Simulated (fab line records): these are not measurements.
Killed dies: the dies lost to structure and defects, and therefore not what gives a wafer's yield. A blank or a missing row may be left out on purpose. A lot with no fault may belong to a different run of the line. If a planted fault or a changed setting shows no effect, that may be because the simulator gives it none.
Which tool is to blame? ; flow n5_finfet ; Sampling: 9 lots, 27 wafers, 5 of 1938 route steps

## WHAT THE GAUGES SHOWED, per wafer
N5_BEOL_M4_RC_MEAS_101. Usual: DIBL_N 36.4 mV/V, standard deviation 1.6; DIBL_P 36.2 mV/V, standard deviation 1.8; IOFF_N 0.159 nA/um, standard deviation 0.029; IOFF_P 0.21 nA/um, standard deviation 0.034; ION_N 670 uA/um, standard deviation 12; ION_P 459 uA/um, standard deviation 8.2; SS_N 71.5 mV/dec, standard deviation 0.59; SS_P 73.2 mV/dec, standard deviation 0.54; VT_N 250 mV, standard deviation 3.3; VT_P -250 mV, standard deviation 3.7.
lot;measured;on;DIBL_N (mV/V);DIBL_P (mV/V);IOFF_N (nA/um);IOFF_P (nA/um);ION_N (uA/um);ION_P (uA/um);SS_N (mV/dec);SS_P (mV/dec);VT_N (mV);VT_P (mV);flag
L377;day 8 17:43;prober-02;34.2 34.8 36.8;33.1 34.2 35.6;0.127 0.133 0.163;0.17 0.19 0.21;658 660 668;450 454 462;71.2 70.8 72.0;73.0 73.5 72.5;253 252 252;-252 -252 -250;
L378;day 9 12:06;prober-02;34.8 37.0 36.3;33.3 35.7 34.5;0.133 0.170 0.144;0.20 0.24 0.22;674 685 658;465 464 459;70.2 71.5 71.6;73.3 72.6 73.3;252 248 252;-249 -247 -247;
L382;day 10 00:43;prober-01;35.7 37.6 37.2;36.0 38.7 38.2;0.152 0.200 0.187;0.24 0.28 0.27;668 680 688;469 470 472;71.6 71.9 72.0;73.0 73.7 74.3;248 246 244;-247 -248 -246;
L383;day 11 03:57;prober-01;35.2 35.8 37.1;33.9 34.4 36.6;0.121 0.130 0.148;0.16 0.16 0.19;656 657 664;441 441 452;71.2 71.6 71.6;73.0 72.5 73.4;254 257 252;-259 -258 -256;
L386;day 11 11:47;prober-02;37.8 37.7 35.8;38.0 36.4 34.1;0.182 0.181 0.142;0.23 0.19 0.16;673 684 659;463 456 445;71.8 72.6 71.4;73.8 73.7 72.9;250 249 253;-252 -254 -255;
L388;day 12 08:26;prober-01;36.2 36.7 35.9;35.0 34.4 33.1;0.141 0.149 0.131;0.21 0.19 0.19;664 656 669;462 459 460;71.5 71.7 70.6;73.0 72.9 72.8;252 253 250;-249 -251 -251;
L394;day 13 02:19;prober-01;38.3 35.2 37.8;39.3 37.0 40.3;0.193 0.148 0.189;0.27 0.23 0.29;676 677 679;464 467 473;72.3 70.9 72.2;73.4 73.4 74.0;247 249 245;-246 -246 -243;
L395;day 13 05:46;prober-02;39.8 34.7 37.9;38.1 34.4 36.6;0.211 0.128 0.181;0.25 0.20 0.24;673 667 677;456 459 458;72.7 70.1 72.7;74.5 72.9 73.4;243 251 246;-251 -249 -248;
L399;day 14 23:20;prober-02;37.0 32.8 32.9;37.7 33.8 34.5;0.179 0.114 0.119;0.27 0.20 0.23;671 657 660;468 466 464;72.1 70.8 70.8;73.9 72.3 73.0;248 255 249;-245 -246 -247;

## EACH LOT AND THE TOOL THAT RAN IT (in order: tool; ch and the chambers of the sampled wafers; start)
lot;N5_BEOL_M1_ETCH_69;N5_BEOL_M1_ALD_98;N5_BEOL_M1_VIA_ETCH_34;N5_BEOL_M1_STRIP_97
L377;rie_diel-04 ch 1,2, day 6 17:55;ald_sin-03 ch 2,3, day 6 18:13;rie_diel-02 ch 2,3, day 6 19:53;rie_diel-02 ch 2,3, day 8 17:43 or earlier
L378;rie_diel-04 ch 0,1,2, day 6 22:29;ald_sin-02 ch 1,2, day 6 22:33;rie_diel-04 ch 0,1,2, day 6 23:46;rie_diel-04 ch 0,1,2, day 9 12:06 or earlier
L382;rie_diel-05 ch 0,3, day 8 03:20;ald_sin-04 ch 1,2, day 8 03:36;rie_diel-04 ch 0,1, day 8 06:48;rie_diel-04 ch 0,1, day 10 00:43 or earlier
L383;rie_diel-04 ch 0,2,3, day 8 03:58;ald_sin-03 ch 0,1, day 8 05:10;rie_diel-04 ch 0,1,2, day 8 07:32;rie_diel-04 ch 0,1,2, day 11 03:57 or earlier
L386;rie_diel-04 ch 1,2, day 8 22:06;ald_sin-02 ch 1,2, day 8 22:37;rie_diel-02 ch 0,3, day 9 06:58;rie_diel-02 ch 0,3, day 11 11:47 or earlier
L388;rie_diel-02 ch 0,2,3, day 9 13:48;ald_sin-02 ch 0,1,3, day 9 13:54;rie_diel-05 ch 2,3, day 9 15:24;rie_diel-05 ch 2,3, day 12 08:26 or earlier
L394;rie_diel-05 ch 0,1,2, day 10 19:52;ald_sin-03 ch 2,3, day 10 19:58;rie_diel-02 ch 0,1,2, day 10 23:37;rie_diel-02 ch 0,1,2, day 13 02:19 or earlier
L395;rie_diel-04 ch 1,2,3, day 11 00:26;ald_sin-03 ch 1,2,3, day 11 00:31;rie_diel-04 ch 0,1,2, day 11 02:47;rie_diel-04 ch 0,1,2, day 13 05:46 or earlier
L399;rie_diel-05 ch 0,2, day 11 22:38;ald_sin-03 ch 0,2, day 11 22:43;rie_diel-05 ch 0,3, day 11 23:01;rie_diel-05 ch 0,3, day 14 23:20 or earlier
- N5_BEOL_M1_ETCH_69: etches SiARC in CF4, target depth 15.6 nm, time 26 s.
- N5_BEOL_M1_ALD_98: deposits SiO2, target thk 2.5 nm, pulse time 1 s, co reactant pulse time 1 s.
- N5_BEOL_M1_VIA_ETCH_34: etches the open film in C4F6/O2, target depth 67.8 nm, time 64.4 s.
- N5_BEOL_M1_STRIP_97: strips in N2/H2, time 10 s.

## WHAT THE TOOLS THEMSELVES READ (means of the sampled wafers that have a number; where no wafer has one, the mark that the record gives instead)
N5_BEOL_M1_ETCH_69. Usual: drypump_motor_current_A 5.6 A, standard deviation 0.46; etch_rf_on_time_s 25.9 s, standard deviation 0.62; oes_product_au 0.69 a.u., standard deviation 0.083; rf_vpp_V 184.2 V, standard deviation 1.3; showerhead_plenum_p_Torr 2.15 Torr, standard deviation 0.085; throttle_valve_pct 15.69 %, standard deviation 0.16.
lot;tool;drypump_motor_current_A (A);etch_rf_on_time_s (s);oes_product_au (a.u.);rf_vpp_V (V);showerhead_plenum_p_Torr (Torr);throttle_valve_pct (%);flag
L377;rie_diel-04;5.8;25.7;0.71;184.6;2.22;15.78;
L378;rie_diel-04;5.4;26.1;0.65;183.8;2.14;15.80;
L382;rie_diel-05;5.6;25.9;0.64;183.5;2.11;15.63;
L383;rie_diel-04;5.7;25.8;0.74;185.3;2.20;15.65;
L386;rie_diel-04;5.5;26.7;0.63;184.3;2.16;15.78;
L388;rie_diel-02;5.8;25.8;0.71;184.9;2.16;15.61;
L394;rie_diel-05;5.7;26.1;0.62;183.0;2.07;15.78;
L395;rie_diel-04;5.8;26.3;0.65;184.3;2.14;15.83;
L399;rie_diel-05;5.5;26.2;0.64;183.4;2.05;15.74;

N5_BEOL_M1_ALD_98. Usual: heater_power_w 78 W, standard deviation 7.7; precursor_pulse_height_rel 1.000, standard deviation 0.021; susceptor_temp_C 100.00 C, standard deviation 0.13.
lot;tool;heater_power_w (W);precursor_pulse_height_rel;susceptor_temp_C (C);flag
L377;ald_sin-03;75;1.003;100.04;
L378;ald_sin-02;81;1.001;100.00;
L382;ald_sin-04;78;0.989;99.81;
L383;ald_sin-03;73;1.002;100.22;
L386;ald_sin-02;72;1.010;95.38;OFF
L388;ald_sin-02;81;0.986;97.67;OFF
L394;ald_sin-03;73;1.001;100.01;
L395;ald_sin-03;73;1.012;100.00;
L399;ald_sin-03;73;0.989;100.13;

N5_BEOL_M1_VIA_ETCH_34. Usual: drypump_motor_current_A 5.6 A, standard deviation 0.47; oes_o_777_au 0.81 a.u., standard deviation 0.092; oes_product_au 0.82 a.u., standard deviation 0.096; rf_vpp_V 671 V, standard deviation 8.9; showerhead_plenum_p_Torr 2.86 Torr, standard deviation 0.11; throttle_valve_pct 30.86 %, standard deviation 0.25.
lot;tool;drypump_motor_current_A (A);oes_o_777_au (a.u.);oes_product_au (a.u.);rf_vpp_V (V);showerhead_plenum_p_Torr (Torr);throttle_valve_pct (%);flag
L377;rie_diel-02;5.7;0.95;0.95;672;2.86;30.71;
L378;rie_diel-04;5.4;0.74;0.76;670;2.84;30.86;
L382;rie_diel-04;4.9;0.85;0.87;670;2.95;30.54;
L383;rie_diel-04;5.4;0.81;0.84;672;2.95;30.74;
L386;rie_diel-02;5.7;0.79;0.79;673;2.81;30.89;
L388;rie_diel-05;5.6;0.80;0.83;661;2.84;30.90;
L394;rie_diel-02;5.5;0.82;0.83;675;2.86;30.84;
L395;rie_diel-04;5.4;0.78;0.80;672;2.94;30.76;
L399;rie_diel-05;5.7;0.77;0.79;673;2.88;30.65;

N5_BEOL_M1_STRIP_97. Usual: drypump_motor_current_A 5.6 A, standard deviation 0.47; oes_product_au 0.82 a.u., standard deviation 0.091; rf_vpp_V 59.1 V, standard deviation 0.91; showerhead_plenum_p_Torr 2.56 Torr, standard deviation 0.1; throttle_valve_pct 23.82 %, standard deviation 0.28.
lot;tool;drypump_motor_current_A (A);oes_product_au (a.u.);rf_vpp_V (V);showerhead_plenum_p_Torr (Torr);throttle_valve_pct (%);flag
L377;rie_diel-02;5.8;0.94;58.9;2.58;23.94;
L378;rie_diel-04;5.4;0.76;58.5;2.54;23.66;
L382;rie_diel-04;4.9;0.87;59.5;2.65;23.34;
L383;rie_diel-04;5.4;0.83;59.2;2.64;23.53;
L386;rie_diel-02;5.8;0.79;59.4;2.52;23.88;
L388;rie_diel-05;5.6;0.83;58.9;2.54;23.70;
L394;rie_diel-02;5.6;0.83;59.4;2.56;23.83;
L395;rie_diel-04;5.4;0.80;59.1;2.63;23.57;
L399;rie_diel-05;5.7;0.79;59.5;2.60;23.78;

## THE ANSWER, worked out from the rows above alone
Rule: take the mean of a lot's wafers that have a number; if it is more than 3 standard deviations from the usual mean, the lot is off. A lot without any number at a reading at which 4 lots or more have one is off too. Any other lot the step has rows for is counted as sound. First the gauges in route order, then the tools' own readings, where a lot's mean is used as printed above. At the first step where some lot is off, the reading lying furthest off is the one used; lots without a number count as furthest.
Off, at N5_BEOL_M1_ALD_98 on susceptor_temp_C: L386, L388.
A tool fits if, at that step or a process step before it, it ran every lot that is off, and no sound lot after the first of them. One fits: N5_BEOL_M1_ALD_98 on ald_sin-02. Its last sound lot is L378 (day 6 22:33), its first lot that is off L386 (day 8 22:37): a fault that began between those two fits.
The tool's own readings at N5_BEOL_M1_ALD_98 bear it out: on the lots that are off they differ by more than 5 times the standard deviation of the sound lots' means. susceptor_temp_C reads 96.53 C there against 100.03 C on the sound lots.

## WHAT THE SIMULATOR PUT IN
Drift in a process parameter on ald_sin-02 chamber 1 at N5_BEOL_M1_ALD_98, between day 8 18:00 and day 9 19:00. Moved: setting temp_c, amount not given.
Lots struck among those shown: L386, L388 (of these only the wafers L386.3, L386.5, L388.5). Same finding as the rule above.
